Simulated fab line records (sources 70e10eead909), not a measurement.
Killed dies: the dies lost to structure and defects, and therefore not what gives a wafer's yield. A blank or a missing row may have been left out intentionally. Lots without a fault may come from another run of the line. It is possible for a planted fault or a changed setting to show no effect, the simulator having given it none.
fab line records :: flow nand_harc
record:
  lots: 6
  wafers: 18
  last_day: 25
route steps=1159 shown P_ZERO_WELL@30 END@1159
lots with no fault: from the same line, run without faults
start_h: start of the lot's first displayed wafer, in hours after the record's first day :: wait_h: how many hours have passed since the lot's step before this one :: " same as the row above :: L1.1+2: one row covering several wafers at once :: - value missing, or start not given :: * or withheld: withheld :: < > ~ a bound
route shown NAME@n: a module of which the file shows steps, and the number in the route of the first :: usual: mean/standard deviation of fault-free wafers :: same: alike in all rows :: chamber/n: place in a boat :: sites: each site's reading :: _std_site: the values' standard deviation :: _edge_site: inner sites' mean taken away from outer sites' mean :: radius_mm: for every site, how far away it sits from the centre of the wafer :: mask NAME#n: copy n :: behind: tool/chamber where the wafer was last shaped :: hold: reason for holding the lot/hours on hold/outcome of the hold :: device: whichever transistor did not switch (one of n, p or np) :: end of line: the tests these same wafers got at the end of their route :: a step without rows: its recipe alone :: killed: not the wafer's yield, but the dies lost to structure and defects at the first sort :: map: shows each die of a wafer: x if killed, . if not, _ if none is there
set.NAME: the setting as run; set.NAME@STEP: as run at that earlier step :: model.NAME: the simulator's own value behind a step, which no gauge read
a table for each step, a row for each wafer; lots at some steps of the route
services: a tool's chamber out of use, with start hour (start_h, from the record's first day; less than 0 if before it), hours out, and reason
== steps ==
step: NHARC_P_ZERO_WELL_HARDBAKE_25
recipe:
  temp_c: 125
  time_s: 80
step: NHARC_P_ZERO_WELL_DESCUM_26
recipe:
  time_s: 3
  o2_flow_sccm: 200
  ar_flow_sccm: 0
  bias_power_w: 0
  chemistry: O2
usual:
  drypump_motor_current_A: 5.6/0.54
  o2_flow_sccm: 200.0/0.58
  oes_product_au: 1.005/0.011
  rf_vpp_V: 58.1/0.86
  showerhead_plenum_p_Torr: 1.97/0.092
  throttle_valve_pct: 11.311/0.0094
lot.wafer: L479.1
tool: rie_diel-08
chamber: 1
start_h: 14.64
wait_h: -
drypump_motor_current_A: 5.7
o2_flow_sccm: 199.4
oes_product_au: 1.017
rf_hours_counter_h: 3
rf_vpp_V: 58.3
showerhead_plenum_p_Torr: 1.98
throttle_valve_pct: 11.297

lot.wafer: L479.5
tool: rie_diel-08
chamber: 0
start_h: 14.64
wait_h: -
drypump_motor_current_A: 4.8
o2_flow_sccm: 199.3
oes_product_au: 1.017
rf_hours_counter_h: -
rf_vpp_V: 58.4
showerhead_plenum_p_Torr: 2.04
throttle_valve_pct: 11.300

lot.wafer: L479.6
tool: rie_diel-08
chamber: 1
start_h: 14.64
wait_h: -
drypump_motor_current_A: 5.7
o2_flow_sccm: 200.1
oes_product_au: 1.016
rf_hours_counter_h: -
rf_vpp_V: 57.7
showerhead_plenum_p_Torr: 1.98
throttle_valve_pct: 11.316

lot.wafer: L482.4
tool: rie_diel-08
chamber: 2
start_h: 32.77
wait_h: -
drypump_motor_current_A: 6.4
o2_flow_sccm: 200.3
oes_product_au: 0.996
rf_hours_counter_h: 4
rf_vpp_V: 60.0
showerhead_plenum_p_Torr: 1.99
throttle_valve_pct: 11.314

lot.wafer: L482.2
tool: rie_diel-08
chamber: 0
start_h: 32.77
wait_h: -
drypump_motor_current_A: 4.8
o2_flow_sccm: 199.7
oes_product_au: 1.006
rf_hours_counter_h: 5
rf_vpp_V: 60.1
showerhead_plenum_p_Torr: 2.04
throttle_valve_pct: 11.323

lot.wafer: L482.6
tool: rie_diel-08
chamber: 2
start_h: 32.77
wait_h: -
drypump_motor_current_A: 6.4
o2_flow_sccm: 199.7
oes_product_au: 0.994
rf_hours_counter_h: -
rf_vpp_V: 58.8
showerhead_plenum_p_Torr: 1.99
throttle_valve_pct: 11.319

lot.wafer: L491.1
tool: rie_diel-08
chamber: 2
start_h: 86.81
wait_h: -
drypump_motor_current_A: 6.5
o2_flow_sccm: 199.5
oes_product_au: 1.009
rf_hours_counter_h: 8
rf_vpp_V: 58.1
showerhead_plenum_p_Torr: 1.99
throttle_valve_pct: 11.300

lot.wafer: L491.2
tool: rie_diel-08
chamber: 1
start_h: 86.81
wait_h: -
drypump_motor_current_A: 5.7
o2_flow_sccm: 199.5
oes_product_au: 1.022
rf_hours_counter_h: 8
rf_vpp_V: 57.7
showerhead_plenum_p_Torr: 1.97
throttle_valve_pct: 11.310

lot.wafer: L491.5
tool: rie_diel-08
chamber: 3
start_h: 86.81
wait_h: -
drypump_motor_current_A: 5.3
o2_flow_sccm: 200.5
oes_product_au: 1.016
rf_hours_counter_h: -
rf_vpp_V: 57.4
showerhead_plenum_p_Torr: 2.05
throttle_valve_pct: 11.293

lot.wafer: L492.1
tool: rie_diel-08
chamber: 2
start_h: 92.53
wait_h: -
drypump_motor_current_A: 6.5
o2_flow_sccm: 199.6
oes_product_au: 1.008
rf_hours_counter_h: 9
rf_vpp_V: 59.4
showerhead_plenum_p_Torr: 1.99
throttle_valve_pct: 11.298

lot.wafer: L492.5
tool: rie_diel-08
chamber: 3
start_h: 92.53
wait_h: -
drypump_motor_current_A: 5.3
o2_flow_sccm: 200.3
oes_product_au: 1.005
rf_hours_counter_h: -
rf_vpp_V: 59.0
showerhead_plenum_p_Torr: 2.05
throttle_valve_pct: 11.302

lot.wafer: L492.6
tool: rie_diel-08
chamber: 0
start_h: 92.53
wait_h: -
drypump_motor_current_A: 4.8
o2_flow_sccm: 200.3
oes_product_au: 0.996
rf_hours_counter_h: -
rf_vpp_V: 57.9
showerhead_plenum_p_Torr: 2.04
throttle_valve_pct: 11.329

lot.wafer: L493.1
tool: rie_diel-10
chamber: 0
start_h: 98.76
wait_h: -
drypump_motor_current_A: 5.3
o2_flow_sccm: 199.8
oes_product_au: 1.001
rf_hours_counter_h: 7
rf_vpp_V: 58.3
showerhead_plenum_p_Torr: 1.79
throttle_valve_pct: 11.307

lot.wafer: L493.4
tool: rie_diel-10
chamber: 1
start_h: 98.76
wait_h: -
drypump_motor_current_A: 5.4
o2_flow_sccm: 201.0
oes_product_au: 0.996
rf_hours_counter_h: 8
rf_vpp_V: 57.5
showerhead_plenum_p_Torr: 1.96
throttle_valve_pct: 11.320

lot.wafer: L493.3
tool: rie_diel-10
chamber: 2
start_h: 98.76
wait_h: -
drypump_motor_current_A: 4.9
o2_flow_sccm: 199.6
oes_product_au: 0.992
rf_hours_counter_h: 8
rf_vpp_V: 57.8
showerhead_plenum_p_Torr: 1.78
throttle_valve_pct: 11.297

lot.wafer: L500.3
tool: rie_diel-12
chamber: 1
start_h: 140.78
wait_h: -
drypump_motor_current_A: 6.1
o2_flow_sccm: 200.3
oes_product_au: 1.013
rf_hours_counter_h: 8
rf_vpp_V: 59.1
showerhead_plenum_p_Torr: 1.99
throttle_valve_pct: 11.294

lot.wafer: L500.1
tool: rie_diel-12
chamber: 2
start_h: 140.78
wait_h: -
drypump_motor_current_A: 5.4
o2_flow_sccm: 199.6
oes_product_au: 1.008
rf_hours_counter_h: 7
rf_vpp_V: 58.5
showerhead_plenum_p_Torr: 2.07
throttle_valve_pct: 11.310

lot.wafer: L500.5
tool: rie_diel-12
chamber: 2
start_h: 140.78
wait_h: -
drypump_motor_current_A: 5.4
o2_flow_sccm: 200.5
oes_product_au: 1.005
rf_hours_counter_h: -
rf_vpp_V: 60.1
showerhead_plenum_p_Torr: 2.07
throttle_valve_pct: 11.315
step: NHARC_P_ZERO_WELL_IMPLANT_27
recipe:
  energy_kev: 600
  dose_cm2: 1e+13
  tilt_deg: 7
step: NHARC_P_ZERO_WELL_IMPLANT_57
recipe:
  energy_kev: 250
  dose_cm2: 4e+12
  tilt_deg: 7
step: NHARC_P_ZERO_WELL_IMPLANT_58
recipe:
  energy_kev: 100
  dose_cm2: 2e+12
  tilt_deg: 7
step: NHARC_P_ZERO_WELL_STRIP_28
recipe:
  time_s: 840
  temp_c: 130
  chemistry: SPM
step: NHARC_P_ZERO_WELL_DEHYDRATE_29
recipe:
  temp_c: 150
  time_s: 120
step: NHARC_P_ZERO_WELL_HMDS_30
recipe:
  time_s: 30
step: NHARC_P_ZERO_WELL_COAT_31
recipe:
  spin_rpm: withheld
step: NHARC_P_ZERO_WELL_SOFTBAKE_32
recipe:
  temp_c: 122
  time_s: 95
step: NHARC_P_ZERO_WELL_EBR_33
step: NHARC_P_ZERO_WELL_EXPOSE_34
recipe:
  na: 0.6
  target_cd_nm: 720
  dose_mj: 22.31
  mask_id: P_PWELL
step: NHARC_P_ZERO_WELL_PEB_35
recipe:
  peb_temp_c: 118
  peb_time_s: 85
usual:
  heater_power_total_W: 163.95/0.26
  plate_temp_C: 118.02/0.15
lot.wafer: L479.1
tool: litho_track-03
chamber: 0
start_h: 16.06
wait_h: 0.1
heater_power_total_W: 164.04
plate_temp_C: 117.81

lot.wafer: L479.5
tool: litho_track-03
chamber: 0
start_h: 16.06
wait_h: 0.1
heater_power_total_W: 164.35
plate_temp_C: 118.07

lot.wafer: L479.6
tool: litho_track-03
chamber: 0
start_h: 16.06
wait_h: 0.1
heater_power_total_W: 163.70
plate_temp_C: 117.77

lot.wafer: L482.2
tool: litho_track-05
chamber: 0
start_h: 34.03
wait_h: 0.1
heater_power_total_W: 163.82
plate_temp_C: 118.06

lot.wafer: L482.4
tool: litho_track-05
chamber: 0
start_h: 34.03
wait_h: 0.1
heater_power_total_W: 163.72
plate_temp_C: 118.16

lot.wafer: L482.6
tool: litho_track-05
chamber: 0
start_h: 34.03
wait_h: 0.1
heater_power_total_W: 164.06
plate_temp_C: 118.06

lot.wafer: L491.1
tool: litho_track-03
chamber: 0
start_h: 88.20
wait_h: 0.1
heater_power_total_W: 164.14
plate_temp_C: 118.18

lot.wafer: L491.2
tool: litho_track-03
chamber: 0
start_h: 88.20
wait_h: 0.1
heater_power_total_W: 163.63
plate_temp_C: 118.08

lot.wafer: L491.5
tool: litho_track-03
chamber: 0
start_h: 88.20
wait_h: 0.1
heater_power_total_W: 164.18
plate_temp_C: 118.12

lot.wafer: L492.1
tool: litho_track-05
chamber: 0
start_h: 93.75
wait_h: 0.1
heater_power_total_W: 150.68
plate_temp_C: 111.02

lot.wafer: L492.5
tool: litho_track-05
chamber: 0
start_h: 93.75
wait_h: 0.1
heater_power_total_W: 150.64
plate_temp_C: 110.99

lot.wafer: L492.6
tool: litho_track-05
chamber: 0
start_h: 93.75
wait_h: 0.1
heater_power_total_W: 150.24
plate_temp_C: 111.00

lot.wafer: L493.1
tool: litho_track-05
chamber: 0
start_h: 100.15
wait_h: 0.1
heater_power_total_W: 150.65
plate_temp_C: 110.67

lot.wafer: L493.3
tool: litho_track-05
chamber: 0
start_h: 100.15
wait_h: 0.1
heater_power_total_W: 150.70
plate_temp_C: 110.64

lot.wafer: L493.4
tool: litho_track-05
chamber: 0
start_h: 100.15
wait_h: 0.1
heater_power_total_W: 150.35
plate_temp_C: 110.79

lot.wafer: L500.1
tool: litho_track-07
chamber: 0
start_h: 142.18
wait_h: 0.1
heater_power_total_W: 164.33
plate_temp_C: 117.94

lot.wafer: L500.3
tool: litho_track-07
chamber: 0
start_h: 142.18
wait_h: 0.1
heater_power_total_W: 163.63
plate_temp_C: 118.10

lot.wafer: L500.5
tool: litho_track-07
chamber: 0
start_h: 142.18
wait_h: 0.1
heater_power_total_W: 163.92
plate_temp_C: 118.03
step: NHARC_P_ZERO_WELL_DEVELOP_36
recipe:
  time_s: 70
step: NHARC_P_ZERO_WELL_CD_MEAS_37
recipe:
  target_cd_nm: 720
  landing_energy_ev: 500
usual:
  cd_nm: 721.0/2.2
lot.wafer: L479.1
tool: cd_sem-01
chamber: 0
start_h: 16.16
wait_h: -
hold: -
cd_nm: 723.9

lot.wafer: L479.5
tool: cd_sem-01
chamber: 0
start_h: 16.16
wait_h: -
hold: -
cd_nm: 722.7

lot.wafer: L479.6
tool: cd_sem-01
chamber: 0
start_h: 16.16
wait_h: -
hold: -
cd_nm: 724.6

lot.wafer: L482.2
tool: cd_sem-01
chamber: 0
start_h: 34.12
wait_h: -
hold: -
cd_nm: 722.9

lot.wafer: L482.4
tool: cd_sem-01
chamber: 0
start_h: 34.12
wait_h: -
hold: -
cd_nm: 717.0

lot.wafer: L482.6
tool: cd_sem-01
chamber: 0
start_h: 34.12
wait_h: -
hold: -
cd_nm: 716.2

lot.wafer: L491.1
tool: cd_sem-01
chamber: 0
start_h: 88.29
wait_h: -
hold: -
cd_nm: 718.2

lot.wafer: L491.2
tool: cd_sem-01
chamber: 0
start_h: 88.29
wait_h: -
hold: -
cd_nm: 721.6

lot.wafer: L491.5
tool: cd_sem-01
chamber: 0
start_h: 88.29
wait_h: -
hold: -
cd_nm: 719.9

lot.wafer: L492.1
tool: cd_sem-03
chamber: 0
start_h: 93.84
wait_h: -
hold: await_dispo/0.2h/release
cd_nm: 703.4

lot.wafer: L492.5
tool: cd_sem-03
chamber: 0
start_h: 93.84
wait_h: -
hold: await_dispo/0.2h/release
cd_nm: 703.5

lot.wafer: L492.6
tool: cd_sem-03
chamber: 0
start_h: 93.84
wait_h: -
hold: await_dispo/0.2h/release
cd_nm: 698.8

lot.wafer: L492.1
tool: cd_sem-03
chamber: 0
start_h: -
wait_h: -
hold: -
cd_nm: 703.2

lot.wafer: L492.5
tool: cd_sem-03
chamber: 0
start_h: -
wait_h: -
hold: -
cd_nm: 703.8

lot.wafer: L492.6
tool: cd_sem-03
chamber: 0
start_h: -
wait_h: -
hold: -
cd_nm: 699.0

lot.wafer: L493.1
tool: cd_sem-02
chamber: 0
start_h: 100.24
wait_h: -
hold: await_dispo/0.2h/release
cd_nm: 701.4

lot.wafer: L493.3
tool: cd_sem-02
chamber: 0
start_h: 100.24
wait_h: -
hold: await_dispo/0.2h/release
cd_nm: 704.4

lot.wafer: L493.4
tool: cd_sem-02
chamber: 0
start_h: 100.24
wait_h: -
hold: await_dispo/0.2h/release
cd_nm: 704.4

lot.wafer: L493.1
tool: cd_sem-02
chamber: 0
start_h: -
wait_h: -
hold: -
cd_nm: 701.7

lot.wafer: L493.3
tool: cd_sem-02
chamber: 0
start_h: -
wait_h: -
hold: -
cd_nm: 704.4

lot.wafer: L493.4
tool: cd_sem-02
chamber: 0
start_h: -
wait_h: -
hold: -
cd_nm: 704.6

lot.wafer: L500.1
tool: cd_sem-03
chamber: 0
start_h: 142.27
wait_h: -
hold: -
cd_nm: 722.1

lot.wafer: L500.3
tool: cd_sem-03
chamber: 0
start_h: 142.27
wait_h: -
hold: -
cd_nm: 723.6

lot.wafer: L500.5
tool: cd_sem-03
chamber: 0
start_h: 142.27
wait_h: -
hold: -
cd_nm: 722.0
step: NHARC_END_SORT_01
recipe:
  temp_c: 25
usual:
  killed_at_array: 28/11
  killed_at_other: 0.7/0.88
  killed_at_periphery: 3.1/2.2
  killed_dies: 31/12
  killed_open: 3.3/2
  killed_short: 2.0/1.6
same:
  gross_dies: 677
lot.wafer: L492.1
tool: prober-01
chamber: 0
start_h: 517.59
wait_h: 2.5
killed_at_array: 23
killed_at_other: 0
killed_at_periphery: 2
killed_dies: 25
killed_open: 3
killed_short: 0
killed by level:class
L492.1 A_SLIT:chamber_film_flake=14 A_STAIRCASE:chamber_film_flake=3 A_CHANNEL_HOLE_D1:chamber_film_flake=2 P_GATE:geometric_particle:open=1 A_CHANNEL_HOLE_D1:geometric_particle:open=1 A_WL_FILL:geometric_particle:open=1 P_GATE:chamber_film_flake=1 A_WL_FILL:chamber_film_flake=1
== services ==
tool: rie_diel-10
chamber: -
start_h: -0.50
hours: 9.0
kind: pm

tool: rie_diel-08
chamber: 2
start_h: 3.98
hours: 5.5
kind: repair

tool: rie_diel-08
chamber: 0
start_h: 6.02
hours: -
kind: clean

tool: rie_diel-08
chamber: 1
start_h: 6.02
hours: -
kind: clean

tool: rie_diel-08
chamber: 3
start_h: 6.02
hours: -
kind: clean

tool: litho_track-07
chamber: -
start_h: 14.00
hours: 7.0
kind: pm

tool: rie_diel-12
chamber: -
start_h: 25.40
hours: 9.0
kind: pm

tool: rie_diel-08
chamber: 0
start_h: 30.52
hours: -
kind: clean

tool: rie_diel-08
chamber: 1
start_h: 30.52
hours: -
kind: clean

tool: rie_diel-08
chamber: 2
start_h: 30.52
hours: -
kind: clean

tool: rie_diel-08
chamber: 3
start_h: 30.52
hours: -
kind: clean

tool: litho_track-03
chamber: -
start_h: 38.00
hours: 7.0
kind: pm

tool: rie_diel-08
chamber: 0
start_h: 55.02
hours: -
kind: clean

tool: rie_diel-08
chamber: 1
start_h: 55.02
hours: -
kind: clean

tool: rie_diel-08
chamber: 2
start_h: 55.02
hours: -
kind: clean

tool: rie_diel-08
chamber: 3
start_h: 55.02
hours: -
kind: clean

tool: litho_track-05
chamber: -
start_h: 62.00
hours: 7.0
kind: pm

tool: rie_diel-10
chamber: 3
start_h: 65.00
hours: 14.7
kind: repair

tool: rie_diel-08
chamber: 0
start_h: 79.52
hours: -
kind: clean

tool: rie_diel-08
chamber: 1
start_h: 79.52
hours: -
kind: clean

tool: rie_diel-08
chamber: 2
start_h: 79.52
hours: -
kind: clean

tool: rie_diel-12
chamber: 3
start_h: 81.02
hours: 12.4
kind: repair

tool: rie_diel-08
chamber: -
start_h: 124.86
hours: 9.0
kind: pm

tool: rie_diel-12
chamber: 0
start_h: 135.18
hours: 6.0
kind: repair
== key ==
first_sign:
  step: NHARC_P_ZERO_WELL_PEB_35
  reading: heater_power_total_W
  direction: down
  sigmas: 52
  usual: *
  struck: *
effect:
  step: NHARC_P_ZERO_WELL_PEB_35
  reading: plate_temp_C
  direction: down
  sigmas: 49
  usual: *
  struck: *
effect:
  step: NHARC_P_ZERO_WELL_CD_MEAS_37
  reading: visit
  direction: added
effect:
  step: NHARC_P_ZERO_WELL_CD_MEAS_37
  reading: cd_nm
  direction: down
  sigmas: 8.3
  usual: 721.0
  struck: 702.6
met_at NHARC_P_ZERO_WELL_PEB_35
struck_wafers L492.1,L492.5,L492.6,L493.1,L493.3,L493.4
tester_left_out L492,L493
onset_between 34.03 93.75
fault:
  kind: process_parameter_drift
  tool: litho_track-05
  chamber: -
  onset_h: 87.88
  steps: NHARC_P_ZERO_WELL_PEB_35
  channel: peb_temp_c
  offset: *
  shape: step
  end_h: 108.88
  acts_in: *
  stated: *
tester_left_out: of these lots the tester's yield and bins aren't shown, on N5 and GAA mostly nor the transistor test; their killed dies are dies lost to structure and defects alone, not to doping, threshold or leakage, so they don't give the yield
